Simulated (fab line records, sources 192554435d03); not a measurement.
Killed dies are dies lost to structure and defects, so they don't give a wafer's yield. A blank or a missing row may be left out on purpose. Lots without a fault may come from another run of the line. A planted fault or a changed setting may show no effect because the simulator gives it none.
Chamber matching | flow n5_finfet | N5_BEOL_M13_DESCUM_15 on rie_diel-06: 4 sister chambers
The step chemistry O2, time 7.9 s. 22 wafers are shown with their chamber, then 11 later ones without.

WAFERS WITH THEIR CHAMBER
wafer  | chamber | drypump_motor_current_A (A) | throttle_valve_pct (%) | oes_product_au (a.u.)
L074.1 | 1       | 5.2                         | 20.46                  | 0.78
L074.4 | 2       | 6.6                         | 20.33                  | 0.99
L074.6 | 1       | 5.2                         | 20.46                  | 0.79
L076.2 | 2       | 6.6                         | 20.34                  | 0.95
L076.3 | 1       | 5.3                         | 20.45                  | 0.77
L076.5 | 0       | 6.2                         | 19.89                  | 1.00
L078.1 | 3       | 5.8                         | 20.69                  | 0.78
L078.4 | 0       | 6.2                         | 19.91                  | 0.98
L078.6 | 1       | 5.2                         | 20.48                  | 0.77
L081.1 | 1       | 5.2                         | 20.48                  | 0.77
L081.4 | 2       | 6.6                         | 20.35                  | 0.95
L081.5 | 3       | 5.8                         | 20.66                  | 0.76
L086.1 | 1       | 5.3                         | 20.48                  | 0.76
L086.4 | 3       | 5.8                         | 20.68                  | 0.74
L086.5 | 1       | 5.2                         | 20.48                  | 0.76
L085.3 | 1       | 5.2                         | 20.48                  | 0.76
L085.4 | 3       | 5.8                         | 20.69                  | 0.76
L085.5 | 0       | 6.2                         | 19.91                  | 0.95
L087.4 | 2       | 6.6                         | 20.36                  | 0.92
L087.5 | 2       | 6.6                         | 20.38                  | 0.92
L087.6 | 3       | 5.8                         | 20.72                  | 0.75
L090.1 | 3       | 5.8                         | 20.70                  | 0.74

SIGNATURES (means of the wafers above)
reading                 | chamber 0 | chamber 1 | chamber 2 | chamber 3 | scatter within a chamber
drypump_motor_current_A | 6.200     | 5.225     | 6.600     | 5.800     | 0.0289
throttle_valve_pct      | 19.9033   | 20.4713   | 20.3520   | 20.6900   | 0.0164
oes_product_au          | 0.9767    | 0.7700    | 0.9460    | 0.7550    | 0.0191
Rule: a wafer's distance from a chamber is the root of the sum, over the readings, of the square of ((its reading less the chamber's mean) divided by the reading's scatter). The wafer belongs to the nearest chamber; if the next one is less than 2 further off, it can't be placed. The scatter: the root of (the sum of the squares of (reading less its chamber's mean) over the shown wafers, divided by (wafers less chambers)).

WAFERS WITHOUT THEIR CHAMBER
wafer  | drypump_motor_current_A (A) | throttle_valve_pct (%) | oes_product_au (a.u.)
L090.5 | 6.6                         | 20.37                  | 0.91
L090.6 | 5.8                         | 20.70                  | 0.74
L092.2 | 6.6                         | 20.39                  | 0.90
L092.4 | 6.2                         | 19.93                  | 0.91
L092.5 | 5.8                         | 20.71                  | 0.74
L094.2 | 5.8                         | 20.72                  | 0.74
L094.4 | 5.2                         | 20.52                  | 0.75
L094.5 | 6.6                         | 20.39                  | 0.90
L095.1 | 5.8                         | 20.73                  | 0.74
L095.3 | 5.2                         | 20.52                  | 0.74
L095.6 | 5.8                         | 20.72                  | 0.73

WHICH CHAMBER EACH WENT THROUGH
wafer  | from the rows above | in truth
L090.5 | 2                   | 2
L090.6 | 3                   | 3
L092.2 | 2                   | 2
L092.4 | 0                   | 0
L092.5 | 3                   | 3
L094.2 | 3                   | 3
L094.4 | 1                   | 1
L094.5 | 2                   | 2
L095.1 | 3                   | 3
L095.3 | 1                   | 1
L095.6 | 3                   | 3
Placed correctly: 11 of 11. Can't be placed from these rows: 0. Placed wrongly: 0.
